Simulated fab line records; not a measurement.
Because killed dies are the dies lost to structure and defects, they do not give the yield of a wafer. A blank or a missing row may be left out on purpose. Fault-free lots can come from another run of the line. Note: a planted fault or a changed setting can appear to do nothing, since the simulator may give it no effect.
fab line records	flow n5-finfet
record lots=8	wafers=21	last-day=17
route steps=1938 shown BEOL_M4@1111 BEOL_M10@1502 BEOL_M15@1830 PASSIVATION@1936
lots that met no fault: taken from a fault-free run of the same line
start-h: start of the lot's first displayed wafer, in hours after the record's first day	wait-h: hours from the lot's prior step to this one	" same as the row above	L1.1+2: several wafers, shown together as one row	- value missing, or start not given	* or withheld: withheld	< > ~ a bound
route shown NAME@n: a module of which the file shows steps, and the number in the route of the first	usual: mean/standard deviation taken from wafers without a fault	same: alike in all rows	chamber/n: place in a boat	sites: readings site by site	_std_site: the standard deviation of these	_edge_site: mean of outer sites minus mean of inner sites	radius-mm: for every site, how far away it sits from the centre of the wafer	mask NAME#n: copy n	behind: the last tool/chamber to shape the wafer	hold: why the lot was held/for how many hours/how that ended	device: which transistor (n, p or np) failed to switch	end of line: the tests these same wafers got at the end of their route	a step without rows: its recipe alone	killed: at the first sort, the dies lost to defects and structure; wafer yield is something else	map: dies across one wafer; x = killed, . = not, _ = none there
set.NAME: the setting the step ran with; set.NAME@STEP: the setting that earlier step ran with	model.NAME: the simulator's own value behind a step, which no gauge read
steps of the route over a sample of lots; a table a step, a row a wafer
services: a tool's chamber out of use, with start hour (start-h, from the record's first day; less than 0 if before it), hours out, and reason
## steps
# step N5_BEOL_M4_RC_MEAS_101
# usual DIBL_N=36.8/2.2	DIBL_P=37.1/2.8	IOFF_N=0.17/0.04	IOFF_P=0.22/0.049	ION_N=672/16	ION_P=460/9.2	SS_N=71.6/0.69	SS_P=73.5/0.78	VT_N=249/3.6	VT_P=-250/3.9
lot.wafer	tool	chamber	start-h	wait-h	DIBL_N[mV/V]	DIBL_P[mV/V]	IOFF_N[nA/um]	IOFF_P[nA/um]	ION_N[uA/um]	ION_P[uA/um]	SS_N[mV/dec]	SS_P[mV/dec]	VT_N[mV]	VT_P[mV]
L801.2	prober-02	0	166.00	0.2	33.5	34.2	0.13	0.17	640	445	71.0	72.6	253	-250
L801.4	"	0	"	"	36.9	39.3	0.18	0.26	683	475	71.3	73.9	251	-248
L801.6	"	0	"	"	35.6	37.0	0.17	0.23	674	460	71.7	73.7	250	-248
L806.1	prober-02	0	186.90	0.0	30.5	28.5	0.08	0.11	647	444	70.0	72.0	257	-259
L806.3	"	0	"	"	38.6	40.2	0.21	0.25	664	456	72.3	74.9	248	-253
L806.5	"	0	"	"	37.9	38.6	0.20	0.22	683	463	72.4	74.4	248	-251
L811.1	prober-01	0	226.17	0.0	32.9	31.9	0.10	0.13	647	440	70.6	71.9	260	-257
L811.6	"	0	"	"	37.9	39.1	0.19	0.24	674	455	71.9	74.7	247	-251
L812.1	prober-02	0	235.41	0.0	36.0	35.3	0.16	0.18	662	443	71.3	72.8	249	-253
L812.5	"	0	"	"	38.1	38.7	0.21	0.25	681	458	71.9	74.5	244	-249
L813.1	prober-02	0	242.97	0.0	33.8	33.3	0.12	0.21	645	455	70.3	72.8	253	-248
L813.5	"	0	"	"	39.6	39.7	0.21	0.31	671	466	72.1	74.4	250	-244
L814.1	prober-01	0	254.96	0.0	37.3	36.9	0.17	0.24	691	473	71.6	73.0	249	-243
L814.3	"	0	"	"	34.7	34.5	0.13	0.22	666	471	71.1	72.8	249	-247
L814.6	"	0	"	"	36.9	37.7	0.17	0.27	687	484	71.4	72.6	248	-244
L816.2	prober-02	0	260.96	0.2	38.9	41.8	0.22	0.27	699	471	72.3	74.2	248	-247
L816.5	"	0	"	"	35.0	36.9	0.15	0.19	680	470	71.7	73.0	249	-248
L816.6	"	0	"	"	36.6	38.8	0.17	0.22	678	462	72.0	73.4	248	-247
L823.1	prober-01	0	304.53	0.0	37.5	38.1	0.20	0.27	678	460	72.5	73.3	244	-244
L823.2	"	0	"	"	37.0	37.6	0.18	0.27	678	468	71.6	73.6	248	-244
L823.6	"	0	"	"	37.4	38.8	0.21	0.29	691	465	72.0	72.6	245	-242
# step N5_BEOL_M10_CD_MEAS_28
# recipe target-cd-nm=70	landing-energy-ev=500	detector=se-inlens	polarity=opening
# usual cd-nm=70.6/1.1
lot.wafer	tool	chamber	start-h	wait-h	cd-nm
L801.2	cd-sem-03	0	213.19	-	71.4
L801.4	"	0	"	"	72.1
L801.6	"	0	"	"	70.7
L806.1	cd-sem-01	0	237.22	-	71.0
L806.3	"	0	"	"	69.4
L806.5	"	0	"	"	70.5
L811.1	cd-sem-02	0	280.86	-	71.9
L811.6	"	0	"	"	72.4
L812.1	cd-sem-02	0	281.08	-	72.0
L812.5	"	0	"	"	69.6
L813.1	cd-sem-02	0	291.99	-	69.9
L813.5	"	0	"	"	71.9
L814.1	cd-sem-02	0	303.29	-	71.9
L814.3	"	0	"	"	71.4
L814.6	"	0	"	"	71.9
L816.2	cd-sem-03	0	313.48	-	69.6
L816.5	"	0	"	"	70.5
L816.6	"	0	"	"	70.6
L823.1	cd-sem-01	0	352.50	-	68.9
L823.2	"	0	"	"	71.4
L823.6	"	0	"	"	69.4
# step N5_BEOL_M10_ALD_74
# recipe material=TaN	target-thk-a=20	temp-c=275	ald-precursor-family=PDMAT	ald-co-reactant=NH3	pressure-torr=3	carrier-flow-sccm=1500	pulse-time-s=2	purge-time-s=3	co-reactant-purge-time-s=2	co-reactant-pulse-time-s=3	ald-cycles=40	precursor-vessel-temp-c=75	precursor-vessel-pressure-torr=26.25	precursor-vessel-carrier-sccm=1000
# usual ald-cycles=40/0	heater-power-w=441/35
# same purge-time-s=3
lot.wafer	tool	chamber	start-h	wait-h	ald-cycles	heater-power-w
L801.2	ald-metal-01	3	216.64	0.0	40	425
L801.4	"	0	"	"	40	506
L801.6	"	3	"	"	40	428
L806.1	ald-metal-01	2	238.49	0.1	40	439
L806.3	"	0	"	"	40	491
L806.5	"	3	"	"	40	424
L811.1	ald-metal-02	2	282.11	0.0	40	440
L811.6	"	3	"	"	40	408
L812.1	ald-metal-01	0	282.40	0.0	18	480
L812.5	"	0	"	"	40	490
L813.1	ald-metal-01	2	293.73	0.1	18	427
L813.5	"	3	"	"	40	414
L814.1	ald-metal-03	2	304.70	0.1	40	383
L814.3	"	0	"	"	40	462
L814.6	"	0	"	"	40	455
L816.2	ald-metal-01	0	314.77	0.1	18	496
L816.5	"	2	"	"	40	435
L816.6	"	1	"	"	40	498
L823.1	ald-metal-03	3	355.77	0.1	40	482
L823.2	"	2	"	"	40	375
L823.6	"	0	"	"	40	461
# step N5_BEOL_M10_SPUTTER_48
# recipe material=Cu	target-thk-a=120	temp-c=-20	bias-v=60	power-w=26000	chamber-pressure-pa=0.13	time-s=2
# usual throttle-valve-pct=30.2/0.99
lot.wafer	tool	chamber	start-h	wait-h	throttle-valve-pct
L801.2	pvd-sputter-02	-	217.39	0.1	30.5
L801.4	"	-	"	"	30.9
L801.6	"	-	"	"	31.0
L806.1	pvd-sputter-03	-	239.03	0.1	30.1
L806.3	"	-	"	"	29.6
L806.5	"	-	"	"	30.0
L811.1	pvd-sputter-01	-	282.59	0.1	28.9
L811.6	"	-	"	"	30.9
L812.1	pvd-sputter-01	-	282.91	0.1	31.1
L812.5	"	-	"	"	29.4
L813.1	pvd-sputter-01	-	296.17	1.8	28.9
L813.5	"	-	"	"	31.5
L814.1	pvd-sputter-01	-	305.98	0.1	31.7
L814.3	"	-	"	"	31.3
L814.6	"	-	"	"	31.5
L816.2	pvd-sputter-01	-	315.34	0.1	29.4
L816.5	"	-	"	"	31.0
L816.6	"	-	"	"	31.9
L823.1	pvd-sputter-02	-	356.33	0.1	29.4
L823.2	"	-	"	"	30.6
L823.6	"	-	"	"	31.5
# step N5_BEOL_M10_CMP_52
# recipe stop-on=SiCOH_lowk	t-overpolish-s=7	down-force-psi=1	platen-rpm=50	clearing-platen-down-force-psi=1.5	clearing-platen-rpm=50	post-cmp-clean=cu-alkaline	target-thk-nm=140	clearing-platen-pad-velocity-m-s=0.99484	pad-velocity-m-s=0.99484
# usual motor-current-A=6.1/0.53
lot.wafer	tool	chamber	start-h	wait-h	motor-current-A
L801.2	cmp-01	0	218.29	0.2	6.3
L801.4	"	3	"	"	6.1
L801.6	"	1	"	"	7.0
L806.3	cmp-02	3	239.72	0.2	5.9
L806.1	"	0	"	"	6.4
L806.5	"	3	"	"	5.9
L811.1	cmp-02	3	283.23	0.4	5.9
L811.6	"	0	"	"	6.4
L812.1	cmp-01	0	283.51	0.3	5.9
L812.5	"	3	"	"	5.8
L813.1	cmp-02	0	296.91	0.3	6.7
L813.5	"	3	"	"	6.1
L814.3	cmp-02	0	306.58	0.2	6.1
L814.1	"	1	"	"	6.8
L814.6	"	3	"	"	5.9
L816.2	cmp-03	1	315.90	0.2	6.8
L816.6	"	0	"	"	6.4
L816.5	"	1	"	"	6.9
L823.2	cmp-02	0	356.98	0.3	6.5
L823.1	"	2	"	"	5.6
L823.6	"	0	"	"	6.5
# step N5_BEOL_M15_RC_MEAS_101
# usual etest-temp-c=25.00/0.11	COMB_M10=1.5e-11/3.5e-12	COMB_M10_max_site=2.2e-11/5.5e-12	COMB_M11=1.4e-11/2.8e-12	COMB_M12=6.1e-12/1.3e-12	COMB_M13=4.9e-12/1.2e-12	COMB_M14=3.8e-12/8.8e-13	COMB_M15=2.6e-12/7.2e-13	COMB_M5=3.7e-11/8e-12	COMB_M6=2.6e-11/5.5e-12	COMB_M7=2.5e-11/5.9e-12	COMB_M8=2.6e-11/4.9e-12	COMB_M9=1.5e-11/3.3e-12	SERP_M10=3.07/0.11	SERP_M11=3.08/0.092	SERP_M12=0.632/0.019	SERP_M13=0.307/0.0095	SERP_M14=0.162/0.004	SERP_M5=38.4/1.9	SERP_M6=13.8/0.65	SERP_M6_max_site=14.4/0.68	SERP_M7=13.7/0.68	SERP_M8=13.6/0.69	SERP_M9=3.07/0.12
lot.wafer	tool	chamber	start-h	wait-h	etest-temp-c	COMB_M10[S/m]	COMB_M10_max_site[S/m]	COMB_M11[S/m]	COMB_M12[S/m]	COMB_M13[S/m]	COMB_M14[S/m]	COMB_M15[S/m]	COMB_M5[S/m]	COMB_M6[S/m]	COMB_M7[S/m]	COMB_M8[S/m]	COMB_M9[S/m]	SERP_M10[ohm/um]	SERP_M11[ohm/um]	SERP_M12[ohm/um]	SERP_M13[ohm/um]	SERP_M14[ohm/um]	SERP_M5[ohm/um]	SERP_M6[ohm/um]	SERP_M6_max_site[ohm/um]	SERP_M7[ohm/um]	SERP_M8[ohm/um]	SERP_M9[ohm/um]
L801.2	prober-02	0	256.29	0.2	25.07	1.2e-11	1.4e-11	1.51e-11	6.4e-12	4.5e-12	4.3e-12	2.4e-12	3.9e-11	2.6e-11	2.6e-11	2.6e-11	1.4e-11	3.00	3.05	0.608	0.317	0.168	36.3	13.5	14.5	13.1	13.6	3.07
L801.4	"	0	"	"	25.08	1.9e-11	2.1e-11	1.31e-11	4.5e-12	6e-12	3.5e-12	4.1e-12	3e-11	2.6e-11	3.4e-11	1.8e-11	1.6e-11	2.93	3.16	0.650	0.296	0.160	38.3	13.7	14.3	13.9	13.0	3.14
L801.6	"	0	"	"	25.05	2.2e-11	3.2e-11	1.05e-11	5.3e-12	5e-12	3.4e-12	3.2e-12	4.5e-11	3.3e-11	3.2e-11	2.6e-11	1.8e-11	2.90	3.06	0.621	0.300	0.163	37.9	14.4	15.0	15.0	13.0	2.94
L806.1	prober-01	0	277.85	0.0	24.94	1.3e-11	1.9e-11	3.04e-11	5.8e-12	2.7e-12	2.8e-12	2.3e-12	3.4e-11	2.4e-11	2.5e-11	2.7e-11	1.2e-11	3.00	3.00	0.642	0.294	0.164	37.6	13.4	14.3	13.3	12.3	2.95
L806.3	"	0	"	"	25.01	2.2e-11	3e-11	1.16e-11	4.9e-12	2.8e-12	2.9e-12	2.2e-12	2.9e-11	2.4e-11	3.8e-11	4.2e-11	1.1e-11	2.96	3.15	0.677	0.307	0.161	40.0	13.5	14.3	13.9	12.4	3.24
L806.5	"	0	"	"	24.96	1.1e-11	1.7e-11	1.32e-11	5.1e-12	2.7e-12	4.3e-12	2.2e-12	4.6e-11	2.5e-11	2.4e-11	4.3e-11	1.5e-11	3.07	3.36	0.672	0.298	0.163	36.4	14.0	15.0	13.3	13.4	3.09
L812.1	prober-02	0	313.30	0.0	24.89	2.05e-10	3.12e-10	1.37e-11	7.2e-12	3.6e-12	3.9e-12	3.1e-12	3.9e-11	3.2e-11	2.7e-11	2.9e-11	1.3e-11	3.01	3.18	0.640	0.312	0.161	40.0	14.5	14.9	14.4	13.5	2.94
L812.5	"	0	"	"	25.16	1.6e-11	1.9e-11	1.25e-11	5.9e-12	3.8e-12	4.9e-12	3.2e-12	3.5e-11	3.1e-11	3.1e-11	2.9e-11	1.7e-11	3.16	3.03	0.670	0.320	0.160	36.7	14.7	14.8	12.8	12.7	3.06
L811.1	prober-01	0	317.33	0.0	25.17	1.3e-11	1.7e-11	1.46e-11	5.7e-12	4e-12	3.4e-12	1.2e-12	4.7e-11	2.3e-11	3.3e-11	3.8e-11	1.5e-11	3.17	3.12	0.648	0.297	0.157	36.2	13.6	14.2	13.7	14.0	3.09
L811.6	"	0	"	"	25.07	1.5e-11	2.5e-11	1.23e-11	5e-12	5.7e-12	4.8e-12	1.9e-12	4.1e-11	1.8e-11	1.8e-11	3e-11	1.2e-11	3.15	2.93	0.653	0.305	0.166	39.4	14.1	15.0	13.1	13.8	3.08
L813.1	prober-01	0	328.57	0.0	24.96	2.08e-10	2.68e-10	1.26e-11	6.9e-12	6.4e-12	3.7e-12	2e-12	2.4e-11	2.7e-11	1.7e-11	2.5e-11	1.6e-11	2.97	3.05	0.635	0.306	0.163	36.2	13.3	13.8	13.7	14.5	3.00
L813.5	"	0	"	"	24.97	1.6e-11	2.4e-11	1.11e-11	6e-12	4e-12	2.8e-12	1.6e-12	3.6e-11	2.6e-11	2.5e-11	2.4e-11	1.5e-11	3.04	3.05	0.615	0.312	0.164	36.2	14.1	14.6	13.4	13.8	3.11
L814.1	prober-01	0	340.56	0.0	24.92	1.3e-11	2.2e-11	1.68e-11	5.4e-12	5.4e-12	4.5e-12	2.3e-12	3.2e-11	1.7e-11	2e-11	2.8e-11	1.4e-11	3.12	3.13	0.633	0.300	0.162	37.1	14.8	15.2	13.4	13.7	3.28
L814.3	"	0	"	"	25.09	1.6e-11	2.2e-11	1.42e-11	6.5e-12	4.6e-12	5.2e-12	2.3e-12	4.5e-11	2.5e-11	1.9e-11	2.4e-11	1.2e-11	3.12	3.15	0.635	0.298	0.168	40.3	14.2	14.6	14.3	14.2	3.36
L814.6	"	0	"	"	24.85	1.9e-11	2.5e-11	1.48e-11	5.2e-12	5.7e-12	3e-12	1.9e-12	3.1e-11	2.7e-11	2.5e-11	2.6e-11	1.3e-11	3.26	3.13	0.621	0.314	0.157	34.8	13.5	13.9	13.8	14.4	3.26
L816.2	prober-02	0	350.94	0.2	24.98	2.68e-10	3.26e-10	1.81e-11	8e-12	6.1e-12	4e-12	2.9e-12	4.9e-11	2.8e-11	2.7e-11	2.6e-11	1.4e-11	2.81	3.20	0.663	0.296	0.157	37.3	14.4	15.1	13.3	14.2	3.12
L816.5	"	0	"	"	24.82	1.1e-11	1.8e-11	1.66e-11	8.1e-12	6e-12	3.5e-12	4e-12	3.4e-11	3.1e-11	2.7e-11	2.9e-11	1.1e-11	3.03	3.15	0.636	0.304	0.159	37.9	13.2	14.2	13.9	13.3	3.11
L816.6	"	0	"	"	24.97	1.3e-11	1.5e-11	9.5e-12	6.3e-12	5.1e-12	3.8e-12	3.9e-12	4.2e-11	2.9e-11	2.3e-11	3.1e-11	1.4e-11	3.16	3.02	0.644	0.313	0.166	38.5	12.4	12.8	14.7	14.8	3.03
L823.1	prober-02	0	390.93	0.0	24.91	1.3e-11	1.8e-11	7.9e-12	5.8e-12	5.6e-12	3.8e-12	3e-12	4.1e-11	3.6e-11	3.8e-11	2.5e-11	1.3e-11	3.17	3.14	0.637	0.307	0.165	35.2	13.6	15.1	13.6	12.5	2.90
L823.2	"	0	"	"	25.10	1.1e-11	1.8e-11	1.16e-11	9.1e-12	4.7e-12	3.8e-12	3.1e-12	4.5e-11	2.8e-11	2.9e-11	3.2e-11	1.8e-11	2.97	2.92	0.610	0.304	0.152	40.2	12.7	13.5	13.3	14.3	3.14
L823.6	"	0	"	"	25.10	1.3e-11	2.5e-11	1.28e-11	7.2e-12	7e-12	3.6e-12	3.8e-12	5.3e-11	3.4e-11	2.8e-11	3.4e-11	1.4e-11	3.10	3.10	0.602	0.304	0.170	38.3	13.1	13.8	13.8	13.1	2.99
# sites COMB_M10 radius-mm=0,75,75,75,75,140,140,140,140
L801.2 1.1e-11 1.3e-11 1.4e-11 8e-12 1.2e-11 9e-12 1.3e-11 1.1e-11 1.3e-11
L806.1 1.4e-11 1.6e-11 1.9e-11 1.2e-11 1.2e-11 1.4e-11 1.3e-11 1.1e-11 8e-12
L812.1 1.79e-10 2.83e-10 1.6e-10 3.12e-10 2.05e-10 2.39e-10 2.37e-10 1.74e-10 1.7e-10
L811.1 1e-11 1.3e-11 1.7e-11 1.5e-11 1.1e-11 1.4e-11 1.4e-11 9e-12 1e-11
L813.1 2.39e-10 2.08e-10 2.04e-10 2.52e-10 1.92e-10 2.68e-10 1.54e-10 2.34e-10 2.01e-10
L814.1 1.8e-11 1.3e-11 1e-11 1.3e-11 1.3e-11 2e-11 2.2e-11 1.4e-11 1.3e-11
L816.2 2.69e-10 3.26e-10 2.35e-10 2.07e-10 2.67e-10 2.59e-10 2.73e-10 3e-10 2.68e-10
L823.1 1.2e-11 1.3e-11 1.4e-11 1.3e-11 1.1e-11 1.5e-11 1.8e-11 1.5e-11 1.2e-11
# step N5_PASSIVATION_PROBE_49
# usual defect-limited-yield=91.1/1.5	killed_at_M0_to_M3=35/11	killed_at_M4_up=13/5.7	killed-at-contacts=12/5.7	killed-at-front-end=40/11	killed-at-other=4/4.4	killed-dies=105/18	killed-open=68/14	killed-short=34/7.4	sort_bin_4_leakage=0.00/0.011	sort_bin_5_function=5.2/1	sort_bin_6_memory=3.3/0.67	sort_bin_8_speed=0.04/0.29	sort-n-pass=1074/18	sort-yield-pct=91.0/1.5
# same gross-dies=1180	killed-at-back-side=0
lot.wafer	tool	chamber	start-h	wait-h	defect-limited-yield[%]	killed_at_M0_to_M3	killed_at_M4_up	killed-at-contacts	killed-at-front-end	killed-at-other	killed-dies	killed-open	killed-short	sort_bin_4_leakage[%]	sort_bin_5_function[%]	sort_bin_6_memory[%]	sort_bin_8_speed[%]	sort-n-pass	sort-yield-pct[%]
L812.1	prober-01	-	327.48	0.0	87.4	48	26	24	47	4	149	87	38	1.36	6.4	4.1	0	1031	87.4
L812.5	prober-01	-	327.68	0.2	92.5	31	15	12	29	1	88	65	14	0	4.4	2.9	0	1092	92.5
L813.1	prober-02	-	345.86	0.3	89.2	18	26	28	52	3	127	86	31	0.76	5.7	3.7	0	1053	89.2
L813.5	prober-02	-	346.06	0.5	91.4	40	21	14	23	4	102	63	34	0	4.2	3.6	0	1078	91.4
L816.2	prober-02	-	367.64	0.1	88.8	25	35	11	55	6	132	70	34	1.61	5.8	2.7	0	1048	88.8
L816.5	prober-02	-	367.79	0.2	89.6	34	13	9	67	0	123	73	41	0	5.4	3.9	0	1057	89.6
L816.6	prober-02	-	367.84	0.3	92.3	27	10	22	32	0	91	57	34	0	4.2	3.1	0	1089	92.3
# killed by level:class
L812.1 MOL_CONTACT_COAG:geometric-particle:open=21 BEOL_M0_SAQP:geometric-particle:open=19 M10:area-ald=16 BEOL_M0_SAQP:geometric-particle:short=13 FIN_SAQP:geometric-particle:open=11 FIN_SAQP:geometric-particle:short=9 STI_FIN_REVEAL:geometric-particle:open=7 BEOL_M3:geometric-particle:open=7
L812.5 BEOL_M1:geometric-particle:open=11 MOL_CONTACT_COAG:geometric-particle:open=10 FIN_SAQP:geometric-particle:open=8 BEOL_M0_SAQP:geometric-particle:open=7 BEOL_M3:geometric-particle:open=6 BEOL_M4:geometric-particle:open=6 FIN_CUT:area-etch=6 GATE_CUT:geometric-particle:short=4
L813.1 STI_FIN_REVEAL:geometric-particle:open=23 MOL_CONTACT_COAG:geometric-particle:open=21 BEOL_M4:geometric-particle:open=9 M10:area-ald=9 MOL_CONTACT_COAG:geometric-particle:short=7 GATE_CUT:geometric-particle:open=6 STI_FIN_REVEAL:geometric-particle:short=5 BEOL_M0_SAQP:geometric-particle:open=4
L813.5 BEOL_M0_SAQP:geometric-particle:short=15 MOL_CONTACT_COAG:geometric-particle:open=12 BEOL_M0_SAQP:geometric-particle:open=10 BEOL_M3:geometric-particle:open=7 BEOL_M5:geometric-particle:open=6 FIN_SAQP:geometric-particle:open=5 DUMMY_GATE:geometric-particle:open=5 BEOL_M4:geometric-particle:open=5
L816.2 M10:area-ald=19 FIN_SAQP:geometric-particle:open=13 BEOL_M4:geometric-particle:open=11 HKMG_FIN:area-etch=9 FIN_SAQP:geometric-particle:short=8 MOL_CONTACT_COAG:geometric-particle:open=8 BEOL_M1:geometric-particle:open=7 STI_FIN_REVEAL:geometric-particle:open=5
L816.5 FIN_SAQP:geometric-particle:short=14 BEOL_M1:geometric-particle:open=13 FIN_SAQP:geometric-particle:open=12 HKMG_FIN:area-etch=9 GATE_CUT:geometric-particle:short=8 STI_FIN_REVEAL:geometric-particle:open=7 MOL_CONTACT_COAG:geometric-particle:open=7 BEOL_M4:geometric-particle:open=7
L816.6 FIN_SAQP:geometric-particle:short=18 MOL_CONTACT_COAG:geometric-particle:open=17 BEOL_M1:geometric-particle:open=8 FIN_SAQP:geometric-particle:open=7 BEOL_M0_SAQP:geometric-particle:open=6 MOL_CONTACT_COAG:geometric-particle:short=5 BEOL_M0_SAQP:geometric-particle:short=4 BEOL_M4:geometric-particle:open=4
## services
tool	chamber	start-h	hours	kind
cmp-02	-	197.12	0.2	repair
cmp-03	-	200.52	4.0	pm
cmp-03	-	204.52	-	consumable-replace:conditioner
cmp-03	-	204.52	-	consumable-replace:pad
ald-metal-01	1	206.53	35.8	repair
cmp-01	-	229.82	3.5	repair
cmp-02	-	230.18	2.6	repair
cmp-03	-	246.74	0.4	repair
cmp-01	-	255.89	0.7	repair
cmp-02	-	277.69	4.0	pm
cmp-02	-	281.69	-	consumable-replace:conditioner
cmp-02	-	281.69	-	consumable-replace:pad
cmp-02	-	286.86	1.4	repair
cmp-01	-	300.42	4.0	pm
cmp-01	-	304.42	-	consumable-replace:conditioner
cmp-01	-	304.42	-	consumable-replace:pad
cmp-01	-	316.25	4.7	pm
cmp-03	-	322.94	0.5	repair
cmp-02	-	329.99	1.7	repair
ald-metal-01	-	334.99	0.9	repair
## key
first-sign step=N5_BEOL_M10_ALD_74	reading=ald-cycles	direction=down	sigmas=99+	usual=*	struck=*
effect step=N5_BEOL_M15_RC_MEAS_101	reading=COMB_M10	direction=up	sigmas=61	usual=1.5e-11	struck=2.27e-10
effect step=N5_PASSIVATION_PROBE_49	reading=sort_bin_4_leakage	direction=up	sigmas=15	usual=0.00	struck=1.24
met-at N5_BEOL_M10_ALD_74
struck-lots L812,L813,L816
struck-wafers L812.1,L813.1,L816.2
not-acting-at N5_BEOL_M10_CD_MEAS_28,N5_BEOL_M10_SPUTTER_48,N5_BEOL_M10_CMP_52
onset-between 238.49 282.40
fault kind=process-parameter-drift	tool=ald-metal-01	chamber=-	onset-h=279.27	steps=N5_BEOL_M10_ALD_74	channel=ald-cycles	offset=*	shape=step	end-h=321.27	scope=struck-wafers-only	acts-in=*	stated=*
